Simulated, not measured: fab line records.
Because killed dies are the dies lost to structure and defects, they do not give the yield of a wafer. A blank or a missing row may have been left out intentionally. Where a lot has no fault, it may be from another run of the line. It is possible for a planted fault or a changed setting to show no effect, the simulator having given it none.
Which tool did it? -- flow nand_harc -- 12 lots with 36 wafers sampled at 4 steps, on a route of 1302 steps

== WHAT EACH GAUGE READ, for each wafer ==
NHARC_P_CONTACT_INSPECT_14.
lot,measured,on,raw_defect_count
L075,day 6 13:26,defect_inspect-02,4 3 0
L077,day 7 01:21,defect_inspect-02,2 3 3
L079,day 7 19:55,defect_inspect-01,7 6 11
L081,day 8 16:28,defect_inspect-02,5 4 12
L083,day 9 13:23,defect_inspect-02,1 4 5
L085,day 10 20:23,defect_inspect-02,3 5 0
L087,day 11 03:35,defect_inspect-01,6 1 1
L089,day 12 09:44,defect_inspect-01,2 3 4
L091,day 12 23:45,defect_inspect-02,4 4 6
L093,day 13 14:33,defect_inspect-01,5 5 4
L095,day 14 14:35,defect_inspect-01,6 3 5
L097,day 15 15:56,defect_inspect-02,7 10 6

== TOOL THAT RAN EACH LOT (tool first, then ch and the chambers of the sampled wafers, then the start) ==
lot,NHARC_P_GATE_ETCH_104,NHARC_P_GATE_DESCUM_48,NHARC_P_GATE_STRIP_112
L075,"rie_diel-04 ch 0,1, day 5 17:14","rie_diel-04 ch 0,1,2, day 6 05:17","plasma_asher-02 ch 0,1, day 6 07:27"
L077,"rie_diel-09 ch 0,1,2, day 6 05:27","rie_diel-13 ch 0,1,3, day 6 17:15","plasma_asher-01 ch 0,1, day 6 19:23"
L079,"rie_diel-04 ch 0,1,2, day 6 23:53","rie_diel-09 ch 0,1,3, day 7 11:43","plasma_asher-02 ch 0,1, day 7 13:53"
L081,"rie_diel-09 ch 0,2, day 7 18:26","rie_diel-04 ch 1,3, day 8 08:19","plasma_asher-01 ch 0,1, day 8 10:26"
L083,"rie_diel-13 ch 1,2,3, day 8 17:22","rie_diel-04 ch 0,1,2, day 9 05:17","plasma_asher-02 ch 0,1, day 9 07:28"
L085,"rie_diel-09 ch 0,2,3, day 9 20:38","rie_diel-09 ch 1,3, day 10 12:19","plasma_asher-01 ch 0, day 10 14:23"
L087,"rie_diel-09 ch 0,3, day 10 07:44","rie_diel-09 ch 1,3, day 10 19:35","plasma_asher-02 ch 0,1, day 10 21:43"
L089,"rie_diel-13 ch 1,2,3, day 11 14:02","rie_diel-09 ch 1,2,3, day 12 01:44","plasma_asher-01 ch 0,1, day 12 03:54"
L091,"rie_diel-09 ch 0,1,3, day 12 03:49","rie_diel-09 ch 0,3, day 12 15:43","plasma_asher-02 ch 0,1, day 12 17:45"
L093,"rie_diel-09 ch 2,3, day 12 18:31","rie_diel-13 ch 1,3, day 13 06:25","plasma_asher-02 ch 0,1, day 13 08:42"
L095,"rie_diel-09 ch 1,2,3, day 13 18:50","rie_diel-13 ch 1,2,3, day 14 06:37","plasma_asher-01 ch 0,1, day 14 08:44"
L097,"rie_diel-09 ch 1,3, day 14 20:06","rie_diel-09 ch 1,2,3, day 15 07:47","plasma_asher-02 ch 1, day 15 09:57"
- NHARC_P_GATE_ETCH_104: etches the open film in CF4/CHF3, target depth 60 nm.
- NHARC_P_GATE_DESCUM_48: chemistry O2, time 3 s.
- NHARC_P_GATE_STRIP_112: strips in N2/H2, time 200 s.

== THE ANSWER, worked out from the rows above alone ==
Rule: what is usual is taken from the lots themselves. Put in order of their means at a reading, lots are off if they are a third of the lots or fewer, leave a main group of 4 or more, and stand apart from it by a gap of 3 or more times the standard deviation of the main group's means; of several such gaps the widest counts. Not used: any main group whose means are identical at the precision the tables above print for the reading. Also off: a lot with no number at a reading for which 4 or more lots have one. All remaining lots with rows at the step are treated as sound.
Across all readings shown, no lot is off: no conclusion can be drawn from this.

== WHAT THE SIMULATOR HAD INSERTED ==
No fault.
